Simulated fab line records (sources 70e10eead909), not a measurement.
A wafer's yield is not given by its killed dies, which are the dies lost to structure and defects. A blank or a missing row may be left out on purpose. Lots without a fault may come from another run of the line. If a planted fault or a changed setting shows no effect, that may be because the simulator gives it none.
Matching of chambers	flow nand_harc	NHARC_P_M2_STRIP_18 on rie_diel-07 has 4 sister chambers
The step strips in N2/H2. 4 wafers are shown with their chamber, then 7 later ones without.

WAFERS PAIRED WITH THEIR CHAMBERS
wafer	chamber	showerhead_plenum_p_Torr (Torr)
L079.2	0	2.11
L081.6	3	1.98
L083.2	2	2.11
L083.4	1	2.15

WAFERS WITH NO CHAMBER GIVEN
wafer	showerhead_plenum_p_Torr (Torr)
L083.5	2.11
L094.4	2.14
L094.5	2.10
L094.6	1.98
L096.3	2.11
L096.4	2.14
L096.5	2.14

EACH ONE'S CHAMBER
wafer	from the rows above	in truth
L083.5	can't be placed: 0 or 2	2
L094.4	1	1
L094.5	can't be placed: 0 or 2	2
L094.6	3	3
L096.3	can't be placed: 0 or 2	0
L096.4	1	1
L096.5	1	1
4 of 7 placed correctly. Can't be placed from these rows: 3 (the true chamber is among the candidates in 3). Wrongly placed: 0.
How it was worked out, from the rows above alone: a wafer's distance from a chamber is the root of the sum, over the readings, of the square of ((its reading less the chamber's mean) divided by the reading's scatter). The wafer belongs to the nearest chamber; if the next one is less than 2 further off, it can't be placed. Each chamber's mean is taken over the wafers shown for it. The scatter: with one shown wafer a chamber, the root of the mean of the squares of how far each hidden wafer lies from its nearest shown one.
